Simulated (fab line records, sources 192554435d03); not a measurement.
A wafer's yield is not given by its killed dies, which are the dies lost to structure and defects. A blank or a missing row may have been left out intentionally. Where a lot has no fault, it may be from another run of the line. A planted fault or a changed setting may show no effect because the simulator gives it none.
A struck lot beside a sound one + flow n5-finfet + 16 steps out of a route of 1938
Sound: wafers L197.1, L197.3, L197.4. Wafers struck: L206.3, L206.4, L206.6. Last of all comes the cause.
Each step with rows lists, per side, the tool, then ch with its chambers, then its first start. Under that, the readings that differ: sound wafers + struck wafers + difference of the means + sigmas: that difference in standard deviations of wafers without a fault.
alike: same words and numbers on both sides, and readings whose means sit less than 2 such deviations apart. not compared: any withheld reading, any reading some wafer has no value for, any bound like >300 that may hide the same value, and any number with overlapping values for which the record gives no deviation.
A row with sigmas, a row that says differs or no value, or rows on one side alone: a step with any of these is where the two part. Numbers that don't overlap but have no deviation are shown without sigmas and don't part them. A reading missing from all wafers of one side parts the sides only when that side holds two or more wafers.

first, 4 steps without rows for these wafers: N5_BEOL_M9_HM_STRIP_39 (strips TiN in peroxide tin strip, target depth 25 nm, time 158 s); N5_BEOL_M9_SRD_40 (time 30 s); N5_BEOL_M9_PRECLEAN_42 (cleans in residue remover, time 60 s); N5_BEOL_M9_SRD_43 (time 30 s).
N5_BEOL_M9_CD_MEAS_35: target cd 70 nm, target cd y 40 nm.
  sound: cd-sem-03 at day 9 22:59; struck: cd-sem-02 at day 12 05:31
  alike: cd-nm
N5_BEOL_M9_CURE_72: cures SiCOH lowk, time 120 s.
  sound on uv-cure-01 ch 0, day 9 23:02; struck on uv-cure-02 ch 1, day 12 05:39
  alike: lamp-power-pct, wafer_temp_C_max
N5_BEOL_M9_DEGAS_44: time 60 s.
  sound: pvd-sputter-02 at day 9 23:34; struck: pvd-sputter-03 at day 12 05:53
  alike: heater-power-w
N5_BEOL_M9_PRE_CLEAN_45: time 30 s.
  sound: pvd-sputter-02 at day 9 23:37; struck: pvd-sputter-03 at day 12 05:56
  alike: heater-power-w
then, 3 steps without rows for these wafers: N5_BEOL_M9_ALD_74 (deposits TaN, target thk 2 nm, pulse time 2 s, purge time 3 s); N5_BEOL_M9_SURFACE_TREAT_79; N5_BEOL_M9_CVD_78 (deposits Co from CCTBA/H2, target thk 2 nm, time 138.9 s).
N5_BEOL_M9_SPUTTER_48: material Cu, target thk 12 nm, time 2 s.
  sound: pvd-sputter-03 at day 10 00:13; struck: pvd-sputter-03 at day 12 06:44
  alike: throttle-valve-pct
N5_BEOL_M9_ECD_50: material Cu, target thk 318 nm.
  sound on ecd-cu-01 ch 0,1, day 10 00:20; struck on ecd-cu-02 ch 0,1, day 12 07:10
N5_BEOL_M9_ANNEAL_51: time 90 s.
  sound on rtp-anneal-01 ch 0, day 10 00:27; struck on rtp-anneal-01 ch 0, day 12 07:26
  alike: wafer_temp_C_max
N5_BEOL_M9_CMP_52: polishes, stops on SiCOH lowk, t overpolish 7 s, target thk 140 nm.
  sound on cmp-01 ch 0,1,3, day 10 00:46; struck on cmp-04 ch 1,2, day 12 07:49
| reading                | sound             | struck            | difference | sigmas |
|------------------------|-------------------|-------------------|------------|--------|
| overpolish-run-s (s)   | 6.998 7.022 7.009 | 6.993 6.976 7.005 | -0.018     | -2     |
| time-to-endpoint-s (s) | 58 70 70          | 127 130 129       | +63        | +15    |
  alike: barrier-field-endpoint-s, motor-current-A, slurry-flow-ml-min
N5_BEOL_M9_THK_MEAS_53: measures by xrf.
  sound: film-metro-02 at day 10 01:03; struck: film-metro-01 at day 12 08:07
  alike: M9_THK

== WHERE THEY PART ==
Only at N5_BEOL_M9_CMP_52, as far as this record shows. Later steps at which nothing parts them and some readings are alike: N5_BEOL_M9_THK_MEAS_53.

WHY: what had been put in by the simulator
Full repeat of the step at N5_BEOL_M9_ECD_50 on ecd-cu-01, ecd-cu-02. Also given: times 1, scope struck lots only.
